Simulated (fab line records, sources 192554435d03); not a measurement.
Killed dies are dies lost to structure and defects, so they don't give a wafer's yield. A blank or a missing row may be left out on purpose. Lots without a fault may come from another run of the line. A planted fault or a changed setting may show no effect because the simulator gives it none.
Which tool did it? | flow n5_finfet | 24 lots, 72 wafers sampled, at 6 steps of a route of 1938

WHAT THE GAUGES READ, wafer by wafer
N5_FIN_SAQP_OVL_MEAS_17.
lot  | measured    | on         | FIN_CORE_OVL (nm)
L074 | day 1 21:14 | overlay-01 | 0.0 0.6 0.5
L075 | day 2 03:10 | overlay-01 | -0.3 -0.7 -2.2
L076 | day 2 09:26 | overlay-01 | -1.1 1.1 -0.9
L077 | day 2 15:29 | overlay-01 | 0.5 0.1 -0.3
L078 | day 2 21:25 | overlay-01 | -0.1 1.0 0.7
L079 | day 3 04:02 | overlay-01 | -1.9 -0.7 0.5
L080 | day 3 10:38 | overlay-01 | -1.1 -0.1 -0.8
L081 | day 3 16:18 | overlay-01 | -0.1 0.5 0.9
L082 | day 3 21:18 | overlay-02 | 0.9 1.5 0.5
L083 | day 4 03:56 | overlay-01 | -0.4 -0.1 -0.9
L084 | day 4 09:54 | overlay-01 | -0.2 -1.6 0.2
L085 | day 4 16:10 | overlay-02 | 0.4 -0.7 -0.6
L086 | day 4 22:34 | overlay-02 | -1.3 -1.7 -0.6
L087 | day 5 03:53 | overlay-02 | 0.3 -0.2 -0.8
L088 | day 5 09:22 | overlay-02 | -1.1 -0.7 0.2
L089 | day 5 15:44 | overlay-01 | 0.0 -0.3 -0.7
L090 | day 5 21:26 | overlay-01 | 0.5 1.0 -0.9
L091 | day 6 04:51 | overlay-01 | -1.0 -1.2 0.7
L092 | day 6 09:26 | overlay-02 | -2.5 -1.6 -0.1
L093 | day 6 14:56 | overlay-01 | 1.5 0.1 1.3
L094 | day 6 21:04 | overlay-02 | 0.1 0.3 -1.2
L095 | day 7 03:52 | overlay-01 | -0.2 1.4 0.0
L096 | day 7 09:26 | overlay-02 | -0.8 -1.1 0.2
L097 | day 7 16:14 | overlay-01 | 0.1 0.3 -0.4

N5_FIN_SAQP_CD_MEAS_37: target cd 8 nm.
lot  | measured    | on        | cd_nm (nm)
L074 | day 2 01:22 | cd_sem-02 | 7.61 8.28 8.00
L075 | day 2 07:14 | cd_sem-03 | 8.09 8.21 8.62
L076 | day 2 13:45 | cd_sem-03 | 7.84 7.67 8.09
L077 | day 2 19:39 | cd_sem-02 | 7.97 8.07 8.37
L078 | day 3 02:39 | cd_sem-02 | 8.10 8.51 8.32
L079 | day 3 08:22 | cd_sem-01 | 8.33 8.46 8.07
L080 | day 3 15:29 | cd_sem-02 | 8.16 8.62 8.21
L081 | day 3 20:42 | cd_sem-02 | 8.05 7.92 8.17
L082 | day 4 01:25 | cd_sem-02 | 7.73 8.12 8.45
L083 | day 4 09:27 | cd_sem-02 | 8.33 8.50 8.37
L084 | day 4 14:29 | cd_sem-01 | 8.26 7.82 7.57
L085 | day 4 22:30 | cd_sem-03 | 8.47 8.09 8.18
L086 | day 5 04:04 | cd_sem-02 | 7.88 7.84 7.59
L087 | day 5 08:04 | cd_sem-03 | 7.89 8.35 8.12
L088 | day 5 15:20 | cd_sem-02 | 8.37 8.53 8.35
L089 | day 5 20:50 | cd_sem-03 | 7.93 8.01 7.77
L090 | day 6 02:46 | cd_sem-01 | 8.25 8.07 8.25
L091 | day 6 09:19 | cd_sem-01 | 8.05 8.57 8.39
L092 | day 6 13:34 | cd_sem-01 | 8.46 7.91 8.10
L093 | day 6 19:03 | cd_sem-01 | 8.17 7.86 8.23
L094 | day 7 01:38 | cd_sem-02 | 8.12 8.46 8.44
L095 | day 7 08:12 | cd_sem-02 | 8.22 8.01 8.00
L096 | day 7 14:33 | cd_sem-02 | 8.19 8.07 8.12
L097 | day 7 21:10 | cd_sem-02 | 8.20 7.91 8.18

N5_FIN_SAQP_OCD_MEAS_76.
lot  | measured    | on     | trench_depth_nm (nm)
L074 | day 2 01:28 | ocd-01 | 123.7 119.0 120.6
L075 | day 2 07:21 | ocd-01 | 119.1 117.7 120.0
L076 | day 2 13:52 | ocd-02 | 120.7 118.3 118.2
L077 | day 2 19:45 | ocd-01 | 120.9 120.0 121.2
L078 | day 3 02:45 | ocd-02 | 119.4 119.4 121.1
L079 | day 3 08:28 | ocd-02 | 123.1 122.1 120.1
L080 | day 3 15:35 | ocd-02 | 119.8 122.2 120.0
L081 | day 3 20:49 | ocd-01 | 120.9 120.8 120.8
L082 | day 4 01:31 | ocd-02 | 119.7 119.3 120.5
L083 | day 4 09:33 | ocd-01 | 120.5 121.3 120.8
L084 | day 4 14:35 | ocd-02 | 120.9 121.9 121.3
L085 | day 4 22:36 | ocd-02 | 120.3 125.3 119.4
L086 | day 5 04:11 | ocd-01 | 121.7 122.1 120.2
L087 | day 5 08:09 | ocd-02 | 123.1 121.5 120.3
L088 | day 5 15:26 | ocd-01 | 121.7 121.3 121.7
L089 | day 5 20:56 | ocd-01 | 121.6 120.1 121.2
L090 | day 6 02:52 | ocd-02 | 118.4 120.1 120.3
L091 | day 6 09:25 | ocd-02 | 123.2 119.7 120.7
L092 | day 6 13:40 | ocd-01 | 122.6 118.5 118.8
L093 | day 6 19:09 | ocd-01 | 119.5 119.5 120.2
L094 | day 7 01:44 | ocd-02 | 122.6 121.1 120.7
L095 | day 7 08:18 | ocd-01 | 119.2 120.9 121.1
L096 | day 7 14:39 | ocd-02 | 120.3 121.9 121.6
L097 | day 7 21:16 | ocd-02 | 120.7 119.6 119.3

WHICH TOOL RAN EACH LOT (tool, then ch and the chambers of the sampled wafers, then the start)
lot  | N5_FIN_SAQP_ETCH_52               | N5_FIN_SAQP_HM_OPEN_73            | N5_FIN_SAQP_STRIP_77
L074 | rie_diel-04 ch 1,2,3, day 1 21:23 | rie_diel-04 ch 1,2,3, day 1 21:30 | rie_diel-03 ch 0,1,3, day 2 01:04
L075 | rie_diel-01 ch 1,2, day 2 03:19   | rie_diel-01 ch 1,2, day 2 03:26   | rie_diel-01 ch 0,1, day 2 06:56
L076 | rie_diel-04 ch 0,3, day 2 09:49   | rie_diel-04 ch 0,3, day 2 09:55   | rie_diel-03 ch 1,2,3, day 2 13:26
L077 | rie_diel-04 ch 0,2,3, day 2 15:38 | rie_diel-04 ch 0,2,3, day 2 15:44 | rie_diel-03 ch 0,1,2, day 2 19:20
L078 | rie_diel-03 ch 0,2, day 2 21:34   | rie_diel-03 ch 0,2, day 2 21:41   | rie_diel-03 ch 0,3, day 3 02:20
L079 | rie_diel-03 ch 0,1,2, day 3 04:11 | rie_diel-03 ch 0,1,2, day 3 04:17 | rie_diel-04 ch 0,2, day 3 08:03
L080 | rie_diel-01 ch 0,1,3, day 3 10:47 | rie_diel-01 ch 0,1,3, day 3 10:53 | rie_diel-04 ch 0,2, day 3 15:10
L081 | rie_diel-03 ch 0,2, day 3 16:37   | rie_diel-03 ch 0,2, day 3 16:44   | rie_diel-03 ch 0,1,2, day 3 20:23
L082 | rie_diel-03 ch 1,2, day 3 21:31   | rie_diel-03 ch 1,2, day 3 21:37   | rie_diel-03 ch 0,1,2, day 4 01:06
L083 | rie_diel-01 ch 1,2,3, day 4 04:05 | rie_diel-01 ch 1,2,3, day 4 04:11 | rie_diel-01 ch 0,1, day 4 09:08
L084 | rie_diel-01 ch 1,2, day 4 10:04   | rie_diel-01 ch 1,2, day 4 10:11   | rie_diel-01 ch 0,1,3, day 4 14:10
L085 | rie_diel-04 ch 2,3, day 4 16:19   | rie_diel-04 ch 2,3, day 4 16:25   | rie_diel-01 ch 0,1,2, day 4 22:11
L086 | rie_diel-04 ch 1,2,3, day 4 22:43 | rie_diel-04 ch 1,2,3, day 4 22:50 | rie_diel-03 ch 1,2, day 5 03:46
L087 | rie_diel-03 ch 0,2,3, day 5 04:02 | rie_diel-03 ch 0,2,3, day 5 04:08 | rie_diel-01 ch 0,1, day 5 07:44
L088 | rie_diel-01 ch 0,2,3, day 5 09:31 | rie_diel-01 ch 0,2,3, day 5 09:37 | rie_diel-01 ch 1,3, day 5 15:02
L089 | rie_diel-03 ch 0,1,3, day 5 16:01 | rie_diel-03 ch 0,1,3, day 5 16:08 | rie_diel-04 ch 1,2,3, day 5 20:31
L090 | rie_diel-03 ch 1,2,3, day 5 21:42 | rie_diel-03 ch 1,2,3, day 5 21:49 | rie_diel-03 ch 1,2,3, day 6 02:26
L091 | rie_diel-01 ch 1,2,3, day 6 05:00 | rie_diel-01 ch 1,2,3, day 6 05:06 | rie_diel-01 ch 0,1, day 6 09:00
L092 | rie_diel-01 ch 1,2,3, day 6 09:35 | rie_diel-01 ch 1,2,3, day 6 09:42 | rie_diel-01 ch 0,2,3, day 6 13:15
L093 | rie_diel-03 ch 1,2,3, day 6 15:08 | rie_diel-03 ch 1,2,3, day 6 15:14 | rie_diel-04 ch 0,1,2, day 6 18:44
L094 | rie_diel-01 ch 1,2,3, day 6 21:13 | rie_diel-01 ch 1,2,3, day 6 21:20 | rie_diel-01 ch 0,1,2, day 7 01:20
L095 | rie_diel-03 ch 2,3, day 7 04:01   | rie_diel-03 ch 2,3, day 7 04:08   | rie_diel-03 ch 2,3, day 7 07:53
L096 | rie_diel-03 ch 2,3, day 7 09:35   | rie_diel-03 ch 2,3, day 7 09:42   | rie_diel-04 ch 0,3, day 7 14:14
L097 | rie_diel-01 ch 1,3, day 7 16:46   | rie_diel-01 ch 1,3, day 7 16:53   | rie_diel-03 ch 1,2,3, day 7 20:50
- N5_FIN_SAQP_ETCH_52: etches SOC in N2/H2, target depth 100 nm, overetch 20 nm, time 150 s.
- N5_FIN_SAQP_HM_OPEN_73: chemistry CHF3/O2, target SiO2, stops on a-Si, target depth 12 nm, time 16.8 s.
- N5_FIN_SAQP_STRIP_77: strips in N2/H2, time 90 s.

WHAT THE TOOLS THEMSELVES READ (means of the sampled wafers that have a number; where no wafer has one, the mark that the record gives instead)
N5_FIN_SAQP_ETCH_52.
lot  | tool        | drypump_motor_current_A (A) | oes_product_au (a.u.) | rf_vpp_V (V) | showerhead_plenum_p_Torr (Torr) | throttle_valve_pct (%)
L074 | rie_diel-04 | 5.8                         | 0.64                  | 522.2        | 2.48                            | 18.14
L075 | rie_diel-01 | 6.1                         | 0.66                  | 522.6        | 2.54                            | 17.74
L076 | rie_diel-04 | 5.6                         | 0.69                  | 520.7        | 2.42                            | 17.91
L077 | rie_diel-04 | 5.6                         | 0.72                  | 522.4        | 2.51                            | 17.88
L078 | rie_diel-03 | 5.2                         | 0.66                  | 523.9        | 2.57                            | 18.05
L079 | rie_diel-03 | 5.6                         | 0.66                  | 524.6        | 2.57                            | 17.95
L080 | rie_diel-01 | 5.9                         | 0.71                  | 522.7        | 2.49                            | 17.74
L081 | rie_diel-03 | 5.2                         | 0.65                  | 525.2        | 2.57                            | 18.06
L082 | rie_diel-03 | 5.8                         | 0.68                  | 526.4        | 2.62                            | 17.95
L083 | rie_diel-01 | 6.0                         | 0.67                  | 523.2        | 2.51                            | 17.84
L084 | rie_diel-01 | 6.1                         | 0.65                  | 523.6        | 2.53                            | 17.79
L085 | rie_diel-04 | 5.6                         | 0.74                  | 527.3        | 2.66                            | 17.98
L086 | rie_diel-04 | 5.8                         | 0.77                  | 527.3        | 2.68                            | 17.89
L087 | rie_diel-03 | 5.5                         | 0.67                  | 524.0        | 2.54                            | 18.08
L088 | rie_diel-01 | 6.0                         | 0.71                  | 522.0        | 2.49                            | 17.75
L089 | rie_diel-03 | 5.8                         | 0.64                  | 522.2        | 2.49                            | 18.01
L090 | rie_diel-03 | 5.9                         | 0.68                  | 523.4        | 2.54                            | 17.99
L091 | rie_diel-01 | 6.0                         | 0.66                  | 522.9        | 2.50                            | 17.84
L092 | rie_diel-01 | 5.9                         | 0.66                  | 522.6        | 2.50                            | 17.87
L093 | rie_diel-03 | 5.9                         | 0.66                  | 523.0        | 2.54                            | 18.00
L094 | rie_diel-01 | 6.0                         | 0.66                  | 523.0        | 2.50                            | 17.87
L095 | rie_diel-03 | 5.7                         | 0.70                  | 524.8        | 2.59                            | 18.10
L096 | rie_diel-03 | 5.8                         | 0.69                  | 522.3        | 2.51                            | 18.12
L097 | rie_diel-01 | 5.9                         | 0.64                  | 522.8        | 2.50                            | 17.89

N5_FIN_SAQP_HM_OPEN_73.
lot  | tool        | drypump_motor_current_A (A) | oes_product_au (a.u.) | rf_vpp_V (V) | showerhead_plenum_p_Torr (Torr) | throttle_valve_pct (%)
L074 | rie_diel-04 | 5.8                         | 0.43                  | 525          | 2.37                            | 19.20
L075 | rie_diel-01 | 6.1                         | 0.44                  | 526          | 2.40                            | 18.70
L076 | rie_diel-04 | 5.6                         | 0.46                  | 523          | 2.31                            | 18.99
L077 | rie_diel-04 | 5.6                         | 0.48                  | 523          | 2.39                            | 18.95
L078 | rie_diel-03 | 5.2                         | 0.44                  | 531          | 2.43                            | 19.03
L079 | rie_diel-03 | 5.6                         | 0.44                  | 526          | 2.43                            | 18.94
L080 | rie_diel-01 | 5.9                         | 0.47                  | 524          | 2.36                            | 18.68
L081 | rie_diel-03 | 5.2                         | 0.44                  | 530          | 2.43                            | 19.03
L082 | rie_diel-03 | 5.8                         | 0.46                  | 524          | 2.47                            | 18.99
L083 | rie_diel-01 | 6.0                         | 0.45                  | 523          | 2.38                            | 18.81
L084 | rie_diel-01 | 6.0                         | 0.43                  | 525          | 2.39                            | 18.78
L085 | rie_diel-04 | 5.6                         | 0.49                  | 528          | 2.53                            | 19.11
L086 | rie_diel-04 | 5.8                         | 0.51                  | 531          | 2.55                            | 18.95
L087 | rie_diel-03 | 5.5                         | 0.45                  | 524          | 2.40                            | 19.04
L088 | rie_diel-01 | 6.0                         | 0.48                  | 525          | 2.35                            | 18.68
L089 | rie_diel-03 | 5.8                         | 0.43                  | 521          | 2.35                            | 18.93
L090 | rie_diel-03 | 5.9                         | 0.44                  | 520          | 2.40                            | 18.96
L091 | rie_diel-01 | 6.0                         | 0.44                  | 523          | 2.37                            | 18.84
L092 | rie_diel-01 | 6.0                         | 0.44                  | 523          | 2.37                            | 18.84
L093 | rie_diel-03 | 5.9                         | 0.45                  | 520          | 2.40                            | 18.97
L094 | rie_diel-01 | 5.9                         | 0.44                  | 523          | 2.37                            | 18.85
L095 | rie_diel-03 | 5.6                         | 0.46                  | 522          | 2.45                            | 19.11
L096 | rie_diel-03 | 5.8                         | 0.46                  | 520          | 2.38                            | 19.05
L097 | rie_diel-01 | 5.9                         | 0.43                  | 523          | 2.35                            | 18.89

N5_FIN_SAQP_STRIP_77.
lot  | tool        | drypump_motor_current_A (A) | oes_product_au (a.u.) | rf_vpp_V (V) | showerhead_plenum_p_Torr (Torr) | throttle_valve_pct (%)
L074 | rie_diel-03 | 5.8                         | 0.74                  | 45.0         | 3.32                            | 12.38
L075 | rie_diel-01 | 6.0                         | 0.83                  | 45.8         | 3.32                            | 11.97
L076 | rie_diel-03 | 5.9                         | 0.77                  | 45.0         | 3.39                            | 12.33
L077 | rie_diel-03 | 5.7                         | 0.74                  | 44.2         | 3.42                            | 12.36
L078 | rie_diel-03 | 5.6                         | 0.76                  | 44.5         | 3.29                            | 12.45
L079 | rie_diel-04 | 5.5                         | 0.88                  | 45.3         | 3.38                            | 11.96
L080 | rie_diel-04 | 5.6                         | 0.83                  | 45.9         | 3.44                            | 12.22
L081 | rie_diel-03 | 5.7                         | 0.73                  | 45.3         | 3.41                            | 12.38
L082 | rie_diel-03 | 5.7                         | 0.72                  | 45.3         | 3.41                            | 12.39
L083 | rie_diel-01 | 6.0                         | 0.76                  | 44.5         | 3.33                            | 12.14
L084 | rie_diel-01 | 5.9                         | 0.79                  | 45.6         | 3.31                            | 12.13
L085 | rie_diel-01 | 6.1                         | 0.76                  | 45.0         | 3.33                            | 12.13
L086 | rie_diel-03 | 6.1                         | 0.72                  | 45.0         | 3.41                            | 12.33
L087 | rie_diel-01 | 6.1                         | 0.80                  | 45.9         | 3.31                            | 12.03
L088 | rie_diel-01 | 5.9                         | 0.72                  | 46.7         | 3.32                            | 12.28
L089 | rie_diel-04 | 5.8                         | 0.85                  | 46.2         | 3.56                            | 12.18
L090 | rie_diel-03 | 5.9                         | 0.74                  | 45.7         | 3.37                            | 12.40
L091 | rie_diel-01 | 6.1                         | 0.79                  | 44.9         | 3.30                            | 12.05
L092 | rie_diel-01 | 6.0                         | 0.78                  | 44.5         | 3.30                            | 12.14
L093 | rie_diel-04 | 5.8                         | 0.84                  | 45.7         | 3.45                            | 12.14
L094 | rie_diel-01 | 6.1                         | 0.75                  | 44.6         | 3.32                            | 12.17
L095 | rie_diel-03 | 5.8                         | 0.76                  | 45.0         | 3.34                            | 12.47
L096 | rie_diel-04 | 5.6                         | 0.87                  | 45.5         | 3.48                            | 11.97
L097 | rie_diel-03 | 5.9                         | 0.84                  | 45.0         | 3.36                            | 12.22

THE ANSWER, worked out from the rows above alone
Rule: what is usual is taken from the lots themselves. Put in order of their means at a reading, lots are off if they are a third of the lots or fewer, leave a main group of 4 or more, and stand apart from it by a gap of 3 or more times the standard deviation of the main group's means; of several such gaps the widest counts. A main group whose means are all the same, to the digits that the tables above print for the reading, isn't used. A lot without any number at a reading at which 4 lots or more have one is off too. The other lots that the step has rows for count as sound. The gauges are gone through in route order, then the tools' own readings, and for those a lot's mean is taken as printed above. The first step at which some lot is off is used, and at that step the reading that is off furthest; a lot without a number counts as furthest.
No lot is off at any reading shown: from this, nothing can be told.

WHAT THE SIMULATOR HAD PUT IN
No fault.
